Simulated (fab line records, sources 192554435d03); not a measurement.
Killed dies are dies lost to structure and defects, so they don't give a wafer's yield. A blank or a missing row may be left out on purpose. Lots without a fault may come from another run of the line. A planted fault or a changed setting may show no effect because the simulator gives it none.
fab line records | flow n5_finfet
record lots=21 wafers=63 last_day=17
route steps=1938 shown HKMG_FIN@406 GATE_CUT@516 MOL_CONTACT_COAG@531
lots that met no fault: from a run of the same line without faults
start_h: hours from the record's first day to the start of the lot's first wafer shown | wait_h: hours since the lot's step before | " the same as in the row above | L1.1+2: a row that stands for several wafers | - no value, or no start given | * or withheld: withheld | < > ~ a bound
route shown NAME@n: a module of which the file shows steps, and the number in the route of the first | usual: mean/standard deviation of fault-free wafers | same: alike in all rows | chamber/n: place in a boat | sites: the reading at each site | _std_site: their standard deviation | _edge_site: outer sites' mean less inner sites' | radius_mm: how far each site lies from the wafer's centre | mask NAME#n: copy n | behind: the tool/chamber that last shaped the wafer | hold: why the lot was held/for how many hours/how that ended | device: the transistor (n, p or np) that didn't switch | end of line: the same wafers' tests at the end of the route | a step without rows: its recipe alone | killed: dies lost to structure and defects at the first sort, not the wafer's yield | map: a wafer's dies, x killed, . not, _ none there
set.NAME: the setting as run; set.NAME@STEP: as run at that earlier step | model.NAME: the simulator's own value behind a step, which no gauge read
steps of the route over a sample of lots; a table a step, a row a wafer
services: from which hour (start_h, from the record's first day; less than 0 if before it) a tool's chamber was out of use, for how many hours, and why
## steps
# step N5_HKMG_FIN_ETCH_58
# recipe chemistry=N2/H2 target=SOC target_depth_a=2158 ion_energy_ev=50 bias_w=13 time_s=741 pressure_mtorr=30 source_w=875 n2_flow_sccm=200 h2_flow_sccm=200
# usual chamber_pressure_mTorr=29.998/0.028 drypump_motor_current_A=5.7/0.5 oes_product_au=0.78/0.096 rf_vpp_V=99.0/0.9 showerhead_plenum_p_Torr=2.53/0.076 throttle_valve_pct=17.82/0.23
# columns lot.wafer tool chamber start_h wait_h chamber_pressure_mTorr drypump_motor_current_A oes_product_au rf_hours_counter_h rf_vpp_V showerhead_plenum_p_Torr throttle_valve_pct
L074.1 rie_diel-04 0 73.71 0.0 30.038 5.6 0.72 201 98.4 2.53 18.17
L074.2 " 1 " " 29.995 5.6 0.72 174 100.1 2.53 17.85
L074.3 " 3 " " 30.028 5.6 0.78 147 98.6 2.44 17.54
L075.1 rie_diel-04 0 78.61 0.0 29.976 5.6 0.72 203 98.9 2.53 18.19
L075.2 " 2 " " 30.004 6.5 0.71 228 97.9 2.41 18.16
L075.4 " 1 " " 30.029 5.6 0.72 176 100.1 2.53 17.87
L076.1 rie_diel-04 0 88.81 0.0 30.007 5.6 0.72 206 99.3 2.52 18.19
L076.2 " 2 " " 29.974 6.5 0.70 232 98.2 2.41 18.17
L076.4 " 1 " " 30.015 5.6 0.72 180 98.9 2.53 17.85
L077.1 rie_diel-04 0 93.11 0.0 29.994 5.6 0.71 207 98.3 2.52 18.18
L077.5 " 2 " " 30.022 6.5 0.70 - 99.2 2.41 18.18
L077.6 " 3 " " 30.046 5.6 0.78 - 98.1 2.43 17.55
L078.1 rie_diel-04 1 100.11 0.0 29.981 5.6 0.72 184 99.5 2.53 17.88
L078.2 " 0 " " 29.977 5.6 0.71 210 101.6 2.52 18.17
L078.3 " 3 " " 29.977 5.6 0.78 157 99.3 2.43 17.54
L079.1 rie_diel-04 1 110.41 0.0 30.009 5.6 0.71 188 98.9 2.53 17.87
L079.2 " 3 " " 29.980 5.6 0.77 161 99.2 2.43 17.55
L079.3 " 2 " " 30.010 6.5 0.70 240 99.6 2.41 18.20
L082.2 rie_diel-06 1 122.85 0.0 30.023 5.4 0.70 209 99.6 2.52 17.84
L082.5 " 3 " " 29.955 6.8 0.75 - 98.7 2.65 17.76
L082.6 " 1 " " 30.041 5.4 0.71 - 99.5 2.52 17.85
L083.1 rie_diel-04 3 129.10 0.0 30.042 5.7 0.76 168 98.8 2.43 17.57
L083.3 " 0 " " 29.988 5.6 0.70 221 98.9 2.52 18.20
L083.5 " 2 " " 30.019 6.5 0.69 - 99.4 2.41 18.20
L084.1 rie_diel-01 1 135.96 0.0 30.006 4.9 0.96 5 99.0 2.50 17.45
L084.3 " 3 " " 29.989 5.8 0.92 16 99.8 2.61 17.60
L084.6 " 3 " " 29.989 5.8 0.93 - 98.4 2.61 17.62
L086.2 rie_diel-01 2 148.27 0.0 29.998 5.5 0.74 163 98.1 2.54 17.68
L086.5 " 3 " " 29.998 5.8 0.92 - 99.0 2.61 17.63
L086.6 " 2 " " 30.022 5.5 0.74 - 97.1 2.54 17.67
L085.3 rie_diel-01 3 149.05 0.0 29.973 5.8 0.92 22 100.3 2.61 17.63
L085.4 " 1 " " 30.018 4.8 0.94 - 97.7 2.49 17.48
L085.5 " 2 " " 30.008 5.5 0.74 - 98.4 2.54 17.66
L088.1 rie_diel-04 2 159.02 0.0 29.969 6.5 0.98 2 99.9 2.72 17.76
L088.3 " 0 " " 29.984 5.6 0.69 235 99.8 2.51 18.23
L088.4 " 1 " " 29.999 5.6 0.70 208 98.4 2.52 17.90
L089.1 rie_diel-06 3 165.14 0.0 29.952 6.8 0.75 167 99.0 2.64 17.79
L089.3 " 1 " " 29.994 5.3 0.69 225 97.7 2.51 17.87
L089.6 " 1 " " 29.982 5.3 0.70 - 98.3 2.51 17.87
L091.1 rie_diel-01 3 173.93 0.0 29.979 5.8 0.90 30 98.9 2.60 17.64
L091.5 " 2 " " 29.948 5.5 0.72 - 99.7 2.53 17.70
L091.6 " 1 " " 29.998 4.9 0.92 - 98.1 2.49 17.48
L090.1 rie_diel-06 2 174.65 0.0 30.005 5.4 0.98 3 99.1 2.50 17.56
L090.3 " 1 " " 29.956 5.4 0.69 229 99.5 2.51 17.88
L090.5 " 1 " " 29.982 5.3 0.68 - 100.3 2.51 17.88
L092.1 rie_diel-01 2 184.11 0.0 30.036 5.5 0.71 179 99.6 2.53 17.70
L092.2 " 1 " " 30.007 4.9 0.91 25 99.3 2.49 17.48
L092.3 " 0 " " 29.992 5.3 0.96 12 98.5 2.61 17.97
L093.1 rie_diel-04 2 186.93 0.0 30.023 6.5 0.95 11 100.1 2.72 17.78
L093.2 " 0 " " 29.985 5.6 0.69 243 99.6 2.51 18.25
L093.4 " 0 " " 30.042 5.6 0.69 - 98.5 2.51 18.24
L094.2 rie_diel-01 3 190.74 0.0 30.035 5.8 0.89 37 99.0 2.60 17.67
L094.4 " 0 " " 30.018 5.3 0.94 15 99.6 2.61 17.96
L094.6 " 2 " " 30.033 5.5 0.72 - 99.9 2.53 17.69
L095.1 rie_diel-06 1 197.69 0.0 30.062 5.4 0.68 237 100.1 2.51 17.90
L095.4 " 0 " " 30.026 5.5 0.75 147 100.6 2.65 17.92
L095.6 " 3 " " 30.045 6.8 0.73 - 99.8 2.64 17.80
L096.2 rie_diel-06 2 206.76 0.0 29.954 5.3 0.92 15 98.8 2.50 17.57
L096.4 " 3 " " 29.958 6.8 0.74 181 100.0 2.64 17.81
L096.6 " 0 " " 30.021 5.5 0.75 - 100.2 2.65 17.92
L097.3 rie_diel-06 0 211.04 0.0 29.948 5.5 0.75 151 99.2 2.65 17.92
L097.4 " 2 " " 29.965 5.4 0.91 17 97.9 2.50 17.57
L097.5 " 1 " " 30.023 5.3 0.68 - 97.3 2.50 17.90
# step N5_HKMG_FIN_CVD_62
# recipe material=a-Si target_thk_a=30 temp_c=500 precursor=Si2H6 pressure_torr=1 time_s=20.8
# usual chamber_pressure_Torr=0.9996/0.0025 heater_power_w=1340/130
# columns lot.wafer tool chamber start_h wait_h chamber_pressure_Torr heater_power_w
L074.1 thermal_cvd_si-01 0 75.13 0.2 1.0006 1241
L074.2 " 1 " " 1.0001 1434
L074.3 " 2 " " 0.9999 1372
L075.1 thermal_cvd_si-02 1 80.03 0.2 0.9977 1466
L075.2 " 0 " " 0.9986 1156
L075.4 " 1 " " 0.9984 1472
L076.1 thermal_cvd_si-01 2 90.24 0.2 0.9971 1421
L076.2 " 1 " " 0.9994 1488
L076.4 " 2 " " 0.9978 1377
L077.1 thermal_cvd_si-02 0 94.57 0.2 0.9979 1161
L077.5 " 2 " " 1.0012 1274
L077.6 " 1 " " 0.9998 1495
L078.1 thermal_cvd_si-01 2 101.54 0.2 0.9973 1373
L078.2 " 0 " " 1.0012 1253
L078.3 " 1 " " 1.0000 1433
L079.1 thermal_cvd_si-02 2 111.94 0.2 0.9989 1264
L079.2 " 1 " " 0.9956 1512
L079.3 " 0 " " 1.0004 1161
L082.2 thermal_cvd_si-01 0 124.27 0.2 0.9977 1256
L082.5 " 1 " " 1.0018 1472
L082.6 " 0 " " 0.9979 1250
L083.1 thermal_cvd_si-02 2 130.54 0.2 1.0019 1251
L083.3 " 0 " " 0.9988 1157
L083.5 " 1 " " 0.9991 1557
L084.1 thermal_cvd_si-01 1 137.39 0.2 1.0021 1465
L084.3 " 2 " " 0.9998 1363
L084.6 " 2 " " 0.9999 1346
L086.2 thermal_cvd_si-02 0 149.96 0.2 0.9999 1180
L086.5 " 0 " " 1.0023 1169
L086.6 " 2 " " 0.9978 1239
L085.3 thermal_cvd_si-01 2 150.48 0.2 0.9976 1349
L085.4 " 1 " " 0.9976 1435
L085.5 " 0 " " 0.9983 1278
L088.1 thermal_cvd_si-01 0 160.45 0.2 1.0005 1244
L088.3 " 1 " " 1.0014 1453
L088.4 " 1 " " 1.0009 1458
L089.1 thermal_cvd_si-02 2 166.57 0.2 1.0008 1211
L089.3 " 1 " " 1.0034 1500
L089.6 " 1 " " 1.0020 1517
L091.1 thermal_cvd_si-01 1 175.35 0.2 1.0011 1463
L091.5 " 0 " " 1.0035 1264
L091.6 " 2 " " 0.9974 1388
L090.1 thermal_cvd_si-02 1 176.09 0.2 1.0006 1557
L090.3 " 2 " " 1.0011 1247
L090.5 " 1 " " 0.9987 1546
L092.1 thermal_cvd_si-01 1 185.54 0.2 1.0007 1480
L092.2 " 0 " " 0.9961 1294
L092.3 " 2 " " 0.9953 1426
L093.1 thermal_cvd_si-02 1 188.36 0.2 0.9965 1553
L093.2 " 2 " " 1.0001 1252
L093.4 " 1 " " 0.9953 1492
L094.2 thermal_cvd_si-01 1 192.19 0.2 1.0008 1443
L094.4 " 1 " " 0.9980 1477
L094.6 " 0 " " 0.9978 1259
L095.1 thermal_cvd_si-02 0 199.12 0.2 1.0003 1193
L095.4 " 1 " " 1.0010 1503
L095.6 " 0 " " 1.0022 1171
L096.2 thermal_cvd_si-01 1 208.25 0.2 0.9997 1443
L096.4 " 2 " " 1.0021 1373
L096.6 " 0 " " 0.9981 1297
L097.3 thermal_cvd_si-02 0 212.47 0.2 0.9992 1166
L097.4 " 1 " " 1.0000 1563
L097.5 " 0 " " 0.9988 1159
# step N5_HKMG_FIN_OVL_MEAS_13
# recipe points_per_wafer=44
# usual NWFM_OVL=-0.1/0.86
# columns lot.wafer tool chamber start_h wait_h NWFM_OVL[nm]
L074.1 overlay-01 0 76.67 0.0 0.6
L074.2 " 0 " " 0.7
L074.3 " 0 " " -0.8
L075.1 overlay-02 0 81.49 0.0 0.4
L075.2 " 0 " " 0.0
L075.4 " 0 " " 0.2
L076.1 overlay-02 0 91.71 0.0 0.2
L076.2 " 0 " " 0.1
L076.4 " 0 " " -0.2
L077.1 overlay-01 0 96.35 0.0 0.5
L077.5 " 0 " " 0.0
L077.6 " 0 " " -0.9
L078.1 overlay-02 0 103.13 0.0 -1.7
L078.2 " 0 " " -0.7
L078.3 " 0 " " -0.2
L079.1 overlay-01 0 113.69 0.0 -1.2
L079.2 " 0 " " -1.5
L079.3 " 0 " " 0.3
L082.2 overlay-01 0 126.09 0.0 0.7
L082.5 " 0 " " -1.8
L082.6 " 0 " " -0.2
L083.1 overlay-01 0 132.13 0.0 0.1
L083.3 " 0 " " 0.6
L083.5 " 0 " " 0.4
L084.1 overlay-01 0 139.00 0.0 0.2
L084.3 " 0 " " 0.2
L084.6 " 0 " " 1.0
L086.2 overlay-02 0 151.54 0.0 -0.9
L086.5 " 0 " " -1.5
L086.6 " 0 " " 0.7
L085.3 overlay-02 0 152.06 0.0 0.9
L085.4 " 0 " " 0.7
L085.5 " 0 " " -0.6
L088.1 overlay-01 0 162.11 0.0 -0.1
L088.3 " 0 " " -0.2
L088.4 " 0 " " -1.1
L089.1 overlay-02 0 168.15 0.0 0.9
L089.3 " 0 " " 0.7
L089.6 " 0 " " 1.1
L091.1 overlay-01 0 176.94 0.0 -0.4
L091.5 " 0 " " 0.6
L091.6 " 0 " " -0.3
L090.1 overlay-02 0 177.76 0.0 -0.2
L090.3 " 0 " " -0.6
L090.5 " 0 " " 0.3
L092.1 overlay-01 0 187.00 0.0 0.7
L092.2 " 0 " " 2.3
L092.3 " 0 " " 1.5
L093.1 overlay-01 0 189.94 0.0 -0.3
L093.2 " 0 " " -1.5
L093.4 " 0 " " -2.3
L094.2 overlay-02 0 194.03 0.0 1.1
L094.4 " 0 " " -0.3
L094.6 " 0 " " 0.4
L095.1 overlay-01 0 200.59 0.0 0.4
L095.4 " 0 " " 0.0
L095.6 " 0 " " 0.2
L096.2 overlay-01 0 210.03 0.0 0.8
L096.4 " 0 " " -0.1
L096.6 " 0 " " 0.0
L097.3 overlay-01 0 213.95 0.0 1.3
L097.4 " 0 " " -1.5
L097.5 " 0 " " 0.2
# step N5_HKMG_FIN_STRIP_34
# recipe chemistry=CF4 resist=SiARC power_w=300 bias_power_w=75 pressure_mtorr=50 cf4_flow_sccm=150 rf_frequency_hz=6e+07
# usual chamber_pressure_mTorr=50.00/0.045 drypump_motor_current_A=5.6/0.48 oes_product_au=0.78/0.093 power_w=300.0/0.94 rf_vpp_V=271.1/1.4 showerhead_plenum_p_Torr=1.79/0.048 throttle_valve_pct=13.59/0.24
# columns lot.wafer tool chamber start_h wait_h chamber_pressure_mTorr drypump_motor_current_A oes_product_au power_w rf_hours_counter_h rf_vpp_V showerhead_plenum_p_Torr throttle_valve_pct
L074.1 rie_diel-06 0 77.01 0.0 49.99 5.5 0.78 300.5 107 273.6 1.88 13.67
L074.2 " 3 " " 50.01 6.8 0.76 299.1 136 273.3 1.86 13.59
L074.3 " 1 " " 50.10 5.3 0.71 300.4 195 270.3 1.78 13.65
L075.1 rie_diel-04 3 81.83 0.0 50.03 5.6 0.76 299.5 150 268.4 1.73 13.38
L075.2 " 2 " " 49.98 6.5 0.71 298.6 229 268.9 1.70 13.88
L075.4 " 0 " " 50.03 5.6 0.71 298.9 204 270.0 1.78 13.94
L076.1 rie_diel-01 2 92.05 0.0 49.92 5.5 0.75 300.8 140 272.4 1.79 13.43
L076.2 " 1 " " 50.00 4.9 0.69 300.4 244 268.5 1.77 13.74
L076.4 " 0 " " 49.99 5.3 0.70 301.5 - 273.2 1.84 14.10
L077.1 rie_diel-01 1 96.69 0.0 49.86 4.9 0.69 299.8 246 270.2 1.77 13.74
L077.5 " 2 " " 50.07 5.5 0.75 300.6 - 271.8 1.79 13.42
L077.6 " 0 " " 50.04 5.3 0.70 300.2 - 271.9 1.84 14.12
L078.1 rie_diel-04 0 103.67 0.0 49.98 5.6 0.71 301.3 211 271.2 1.78 13.96
L078.2 " 3 " " 49.98 5.6 0.76 300.7 159 270.1 1.73 13.40
L078.3 " 2 " " 49.98 6.5 0.70 299.8 238 268.3 1.70 13.90
L079.1 rie_diel-01 2 114.03 0.0 49.96 5.5 0.74 299.3 149 270.5 1.79 13.44
L079.2 " 0 " " 50.03 5.3 0.69 300.1 244 272.0 1.84 14.14
L079.3 " 3 " " 50.02 5.8 0.95 299.2 6 271.8 1.83 13.34
L082.2 rie_diel-06 3 126.43 0.0 50.00 6.8 0.75 299.2 152 272.6 1.86 13.64
L082.5 " 3 " " 49.97 6.8 0.76 298.7 - 273.5 1.86 13.64
L082.6 " 2 " " 49.99 5.4 0.70 298.5 - 271.6 1.76 13.84
L083.1 rie_diel-04 2 132.47 0.0 50.04 6.5 0.69 297.6 249 268.8 1.70 13.93
L083.3 " 0 " " 49.90 5.6 0.70 300.1 222 269.6 1.77 13.97
L083.5 " 3 " " 50.07 5.6 0.74 300.0 - 269.1 1.72 13.42
L084.1 rie_diel-01 1 140.05 0.0 50.04 4.9 0.93 300.3 7 269.9 1.77 13.19
L084.3 " 2 " " 50.04 5.5 0.74 299.6 161 273.2 1.79 13.47
L084.6 " 2 " " 50.01 5.5 0.73 299.5 - 272.0 1.79 13.47
L086.2 rie_diel-04 3 151.88 0.0 50.07 5.6 0.74 300.4 178 268.5 1.72 13.44
L086.5 " 1 " " 49.98 5.6 0.71 299.7 - 271.7 1.78 13.60
L086.6 " 3 " " 49.95 5.6 0.74 300.4 - 269.9 1.72 13.45
L085.3 rie_diel-06 0 152.69 0.0 49.98 5.5 0.76 300.7 130 274.4 1.87 13.71
L085.4 " 3 " " 50.03 6.8 0.75 299.4 - 273.7 1.86 13.66
L085.5 " 1 " " 49.98 5.3 0.70 299.4 - 271.0 1.77 13.70
L088.1 rie_diel-01 2 162.45 0.0 49.92 5.5 0.72 300.2 170 270.9 1.79 13.50
L088.3 " 0 " " 49.97 5.4 0.95 300.9 4 271.9 1.84 13.57
L088.4 " 2 " " 49.95 5.5 0.72 299.7 - 270.1 1.79 13.50
L089.1 rie_diel-04 2 168.52 0.0 49.97 6.5 0.95 299.9 5 274.4 1.90 13.38
L089.3 " 1 " " 49.97 5.6 0.70 300.8 211 270.2 1.78 13.63
L089.6 " 2 " " 49.96 6.5 0.95 299.9 - 273.2 1.90 13.38
L091.1 rie_diel-01 3 177.61 0.0 50.01 5.8 0.88 302.6 31 271.4 1.82 13.37
L091.5 " 2 " " 50.00 5.5 0.72 299.0 - 272.0 1.78 13.51
L091.6 " 1 " " 50.00 4.9 0.90 299.7 - 269.3 1.76 13.23
L090.1 rie_diel-01 0 178.11 0.0 50.01 5.4 0.93 299.1 10 270.8 1.84 13.58
L090.3 " 3 " " 49.99 5.8 0.89 301.0 32 272.4 1.82 13.40
L090.5 " 3 " " 49.97 5.8 0.89 300.2 - 272.5 1.82 13.39
L092.1 rie_diel-01 1 187.55 0.0 50.03 4.9 0.89 299.3 26 270.4 1.76 13.24
L092.2 " 2 " " 49.96 5.5 0.72 300.2 180 271.0 1.78 13.51
L092.3 " 0 " " 50.02 5.4 0.91 299.9 13 271.2 1.84 13.61
L093.1 rie_diel-06 0 190.71 0.0 49.96 5.5 0.74 300.7 144 272.9 1.87 13.74
L093.2 " 2 " " 50.02 5.4 0.92 299.9 9 268.1 1.76 13.31
L093.4 " 1 " " 50.03 5.4 0.69 299.9 234 270.8 1.77 13.73
L094.2 rie_diel-01 2 194.40 0.0 50.00 5.5 0.72 300.2 183 270.5 1.78 13.52
L094.4 " 1 " " 49.99 4.9 0.89 300.1 30 269.8 1.76 13.24
L094.6 " 1 " " 50.03 4.9 0.89 300.7 - 270.9 1.76 13.24
L095.1 rie_diel-06 2 200.93 0.0 49.98 5.4 0.92 299.6 13 271.4 1.76 13.31
L095.4 " 1 " " 50.03 5.3 0.68 300.4 238 270.1 1.77 13.74
L095.6 " 0 " " 50.00 5.5 0.75 300.3 - 270.8 1.87 13.74
L096.2 rie_diel-01 1 210.46 0.0 50.05 4.8 0.88 299.0 34 270.6 1.76 13.26
L096.4 " 3 " " 49.92 5.8 0.86 298.5 43 272.5 1.82 13.41
L096.6 " 1 " " 50.00 4.8 0.87 298.6 - 271.8 1.76 13.24
L097.3 rie_diel-04 2 214.41 0.0 49.98 6.5 0.90 300.1 23 272.4 1.90 13.41
L097.4 " 2 " " 49.95 6.5 0.90 299.0 - 273.5 1.90 13.40
L097.5 " 3 " " 50.01 5.6 0.72 300.8 - 269.1 1.71 13.49
# step N5_GATE_CUT_INSPECT_26
# recipe inspect_instrument=darkfield mode=post_cmp
# usual raw_defect_count=37/16
# columns lot.wafer tool chamber start_h wait_h raw_defect_count
L074.1 defect_inspect-02 - 88.38 0.1 47
L074.2 " - " " 63
L074.3 " - " " 73
L075.1 defect_inspect-02 - 93.98 0.0 34
L075.2 " - " " 28
L075.4 " - " " 35
L076.1 defect_inspect-02 - 105.81 0.3 34
L076.2 " - " " 28
L076.4 " - " " 35
L077.1 defect_inspect-02 - 108.33 0.0 82
L077.5 " - " " 59
L077.6 " - " " 83
L078.1 defect_inspect-01 - 115.11 0.0 30
L078.2 " - " " 31
L078.3 " - " " 13
L079.1 defect_inspect-01 - 125.74 0.0 12
L079.2 " - " " 33
L079.3 " - " " 31
L082.2 defect_inspect-02 - 138.15 0.0 14
L082.5 " - " " 20
L082.6 " - " " 52
L083.1 defect_inspect-02 - 144.02 0.0 24
L083.3 " - " " 21
L083.5 " - " " 23
L084.1 defect_inspect-02 - 151.48 0.0 31
L084.3 " - " " 58
L084.6 " - " " 54
L086.2 defect_inspect-02 - 164.30 0.0 22
L086.5 " - " " 53
L086.6 " - " " 21
L085.3 defect_inspect-01 - 164.66 0.0 50
L085.4 " - " " 18
L085.5 " - " " 22
L088.1 defect_inspect-01 - 174.11 0.0 42
L088.3 " - " " 28
L088.4 " - " " 41
L089.1 defect_inspect-01 - 179.90 0.0 79
L089.3 " - " " 37
L089.6 " - " " 60
L091.1 defect_inspect-02 - 189.12 0.0 16
L091.5 " - " " 30
L091.6 " - " " 24
L090.1 defect_inspect-02 - 191.14 0.0 49
L090.3 " - " " 30
L090.5 " - " " 40
L092.1 defect_inspect-01 - 199.22 0.0 51
L092.2 " - " " 41
L092.3 " - " " 34
L093.1 defect_inspect-02 - 202.00 0.0 9
L093.2 " - " " 22
L093.4 " - " " 25
L094.2 defect_inspect-01 - 206.34 0.0 29
L094.4 " - " " 45
L094.6 " - " " 28
L095.1 defect_inspect-01 - 212.60 0.0 33
L095.4 " - " " 39
L095.6 " - " " 41
L096.2 defect_inspect-01 - 222.24 0.0 26
L096.4 " - " " 29
L096.6 " - " " 42
L097.3 defect_inspect-01 - 225.65 0.0 53
L097.4 " - " " 22
L097.5 " - " " 29
# step N5_MOL_CONTACT_COAG_ETCH_105
# recipe chemistry=CF4 target=SiARC target_depth_a=156 mask_material=CAR-EUV time_s=26 ion_energy_ev=80 pressure_mtorr=40 source_w=545 bias_w=36 Ar_flow_sccm=100 cf4_flow_sccm=100 ends=cleared
# usual chamber_pressure_mTorr=40.00/0.033 drypump_motor_current_A=5.6/0.48 etch_rf_on_time_s=26.0/0.34 mfc_ar_sccm=100.00/0.29 oes_product_au=0.68/0.086 rf_vpp_V=184.3/1.1 showerhead_plenum_p_Torr=2.15/0.055 throttle_valve_pct=15.62/0.22
# columns lot.wafer tool chamber start_h wait_h chamber_pressure_mTorr drypump_motor_current_A etch_rf_on_time_s mfc_ar_sccm oes_product_au rf_hours_counter_h rf_vpp_V showerhead_plenum_p_Torr throttle_valve_pct
L074.1 rie_diel-06 0 89.34 0.0 40.04 5.5 26.0 100.21 0.67 110 186.8 2.24 15.67
L074.2 " 2 " " 40.07 5.4 25.9 100.40 0.61 229 183.0 2.12 15.84
L074.3 " 3 " " 39.91 6.8 25.9 100.17 0.66 140 185.8 2.22 15.64
L075.1 rie_diel-04 1 94.59 0.0 40.02 5.5 26.3 99.88 0.61 182 184.8 2.13 15.56
L075.2 " 2 " " 39.99 6.5 26.3 100.45 0.60 235 182.9 2.03 15.93
L075.4 " 0 " " 40.02 5.6 25.6 99.31 0.62 208 183.4 2.13 16.00
L076.1 rie_diel-01 3 106.29 0.0 39.99 5.8 25.6 99.67 0.84 3 184.1 2.19 15.38
L076.2 " 2 " " 39.96 5.5 25.8 100.08 0.64 146 184.8 2.15 15.46
L076.4 " 1 " " 40.01 4.8 26.5 99.98 0.57 250 183.6 2.11 15.72
L077.1 rie_diel-06 3 108.81 0.0 40.06 6.8 26.1 99.70 0.65 145 185.9 2.22 15.65
L077.5 " 0 " " 39.92 5.5 26.0 99.82 0.67 - 185.6 2.24 15.71
L077.6 " 3 " " 39.95 6.9 26.0 99.72 0.65 - 185.6 2.22 15.65
L078.1 rie_diel-01 2 115.83 0.0 39.97 5.5 25.8 99.66 0.64 150 183.2 2.14 15.48
L078.2 " 0 " " 40.01 5.4 26.0 100.31 0.58 245 184.4 2.20 16.15
L078.3 " 3 " " 39.96 5.7 25.8 100.14 0.83 7 185.5 2.18 15.38
L079.1 rie_diel-01 3 126.22 0.0 40.05 5.8 25.5 100.10 0.81 11 186.6 2.18 15.39
L079.2 " 2 " " 40.00 5.5 25.7 99.86 0.64 154 184.5 2.14 15.50
L079.3 " 0 " " 39.96 5.4 26.0 100.05 0.59 249 184.1 2.20 16.16
L082.2 rie_diel-06 2 139.17 0.0 39.98 5.4 26.1 100.46 0.60 247 183.6 2.11 15.88
L082.5 " 1 " " 40.06 5.4 26.2 100.41 0.60 - 185.5 2.12 15.70
L082.6 " 2 " " 40.00 5.4 26.2 99.55 0.60 - 184.0 2.11 15.89
L083.1 rie_diel-01 3 144.50 0.0 40.00 5.8 25.8 100.29 0.79 19 183.7 2.18 15.41
L083.3 " 1 " " 40.02 4.9 25.6 100.07 0.81 8 183.2 2.11 15.24
L083.5 " 1 " " 39.98 4.9 25.5 100.37 0.81 - 183.0 2.11 15.26
L084.1 rie_diel-04 0 152.34 0.0 40.06 5.6 25.9 100.40 0.60 231 183.9 2.12 16.04
L084.3 " 3 " " 39.99 5.6 25.5 100.08 0.64 179 183.2 2.05 15.43
L084.6 " 1 " " 39.98 5.6 26.6 100.11 0.60 - 183.0 2.12 15.61
L086.2 rie_diel-04 0 164.83 0.0 40.00 5.6 26.2 100.12 0.59 237 183.3 2.12 16.05
L086.5 " 3 " " 40.01 5.6 25.6 99.75 0.65 - 183.3 2.05 15.45
L086.6 " 0 " " 40.04 5.6 26.1 100.52 0.59 - 185.0 2.12 16.06
L085.3 rie_diel-01 1 165.27 0.0 39.96 4.8 26.0 100.34 0.79 18 183.5 2.10 15.25
L085.4 " 0 " " 39.98 5.4 25.5 99.95 0.82 6 183.6 2.19 15.69
L085.5 " 3 " " 40.01 5.8 26.3 99.64 0.77 - 185.7 2.18 15.42
L088.1 rie_diel-01 0 174.58 0.0 39.99 5.3 24.9 99.69 0.83 9 183.3 2.19 15.69
L088.3 " 1 " " 40.02 4.9 25.7 99.88 0.78 22 183.4 2.10 15.28
L088.4 " 3 " " 39.97 5.8 26.0 100.30 0.78 30 184.0 2.18 15.45
L089.1 rie_diel-01 3 180.50 0.0 39.95 5.8 26.0 100.19 0.77 33 184.8 2.18 15.45
L089.3 " 0 " " 39.96 5.3 25.2 100.73 0.81 11 186.1 2.19 15.68
L089.6 " 0 " " 39.97 5.4 25.4 99.71 0.81 - 184.8 2.19 15.68
L091.1 rie_diel-06 0 189.72 0.0 40.01 5.5 25.9 99.85 0.65 144 186.8 2.23 15.74
L091.5 " 1 " " 39.98 5.3 25.8 99.72 0.59 - 182.2 2.11 15.74
L091.6 " 2 " " 39.99 5.4 25.9 99.34 0.81 - 182.4 2.11 15.38
L090.1 rie_diel-04 2 191.68 0.0 39.99 6.5 25.4 100.05 0.81 13 184.9 2.28 15.48
L090.3 " 0 " " 39.98 5.6 25.6 100.00 0.60 245 183.1 2.11 16.06
L090.5 " 2 " " 39.96 6.5 25.3 99.86 0.81 - 186.1 2.28 15.47
L092.1 rie_diel-06 1 200.16 0.0 39.99 5.3 26.3 100.05 0.58 238 183.2 2.11 15.74
L092.2 " 3 " " 40.02 6.8 26.2 100.07 0.63 179 184.5 2.21 15.70
L092.3 " 2 " " 40.00 5.4 26.1 100.03 0.78 13 185.1 2.10 15.40
L093.1 rie_diel-06 1 202.47 0.0 40.02 5.4 26.1 99.62 0.58 238 184.0 2.11 15.74
L093.2 " 0 " " 39.99 5.5 26.1 100.07 0.64 148 184.6 2.22 15.78
L093.4 " 3 " " 40.00 6.8 26.4 100.29 0.63 179 184.1 2.21 15.71
L094.2 rie_diel-01 1 206.81 0.0 40.03 4.8 25.7 99.80 0.76 33 182.9 2.10 15.27
L094.4 " 0 " " 39.98 5.4 25.3 99.64 0.78 20 185.9 2.19 15.71
L094.6 " 1 " " 40.00 4.8 25.9 99.52 0.76 - 182.7 2.10 15.29
L095.1 rie_diel-01 0 213.20 0.0 39.99 5.3 25.6 99.58 0.79 22 183.6 2.19 15.71
L095.4 " 1 " " 40.05 4.8 26.1 99.79 0.76 35 184.9 2.10 15.30
L095.6 " 2 " " 39.93 5.5 26.3 100.09 0.61 - 183.3 2.13 15.55
L096.2 rie_diel-06 2 222.84 0.0 39.97 5.4 26.2 100.31 0.78 20 184.5 2.10 15.43
L096.4 " 0 " " 40.01 5.5 26.2 99.80 0.64 155 185.6 2.22 15.77
L096.6 " 1 " " 39.98 5.3 26.2 100.09 0.58 - 183.4 2.11 15.75
L097.3 rie_diel-06 3 226.52 0.0 39.96 6.8 25.7 99.89 0.64 187 184.8 2.21 15.72
L097.4 " 1 " " 39.97 5.3 26.0 100.29 0.58 247 183.2 2.11 15.76
L097.5 " 2 " " 40.01 5.4 25.7 100.18 0.78 - 182.2 2.10 15.43
## services
# columns tool chamber start_h hours kind
rie_diel-04 1 57.67 9.6 repair
thermal_cvd_si-01 - 66.96 2.8 pm
thermal_cvd_si-02 - 74.97 1.0 repair
rie_diel-01 3 80.03 - clean
rie_diel-01 3 80.03 - consumable_replace:focus_ring
rie_diel-01 3 80.03 17.7 scheduled_down
rie_diel-01 3 80.03 17.7 vent_cycle
rie_diel-01 1 86.89 2.2 repair
thermal_cvd_si-02 - 92.06 0.5 repair
rie_diel-06 3 95.74 5.3 repair
rie_diel-06 1 102.17 2.4 repair
rie_diel-01 - 104.58 0.5 repair
rie_diel-01 1 107.44 - clean
rie_diel-01 1 107.44 - consumable_replace:focus_ring
rie_diel-01 1 107.44 16.2 scheduled_down
rie_diel-01 1 107.44 16.2 vent_cycle
rie_diel-06 0 118.56 6.0 repair
rie_diel-01 0 128.57 - clean
rie_diel-01 0 128.57 - consumable_replace:focus_ring
rie_diel-01 0 128.57 21.9 scheduled_down
rie_diel-01 0 128.57 21.9 vent_cycle
rie_diel-04 2 135.03 - clean
thermal_cvd_si-02 1 213.39 4.0 repair
rie_diel-04 1 217.32 5.2 repair
## key
fault none
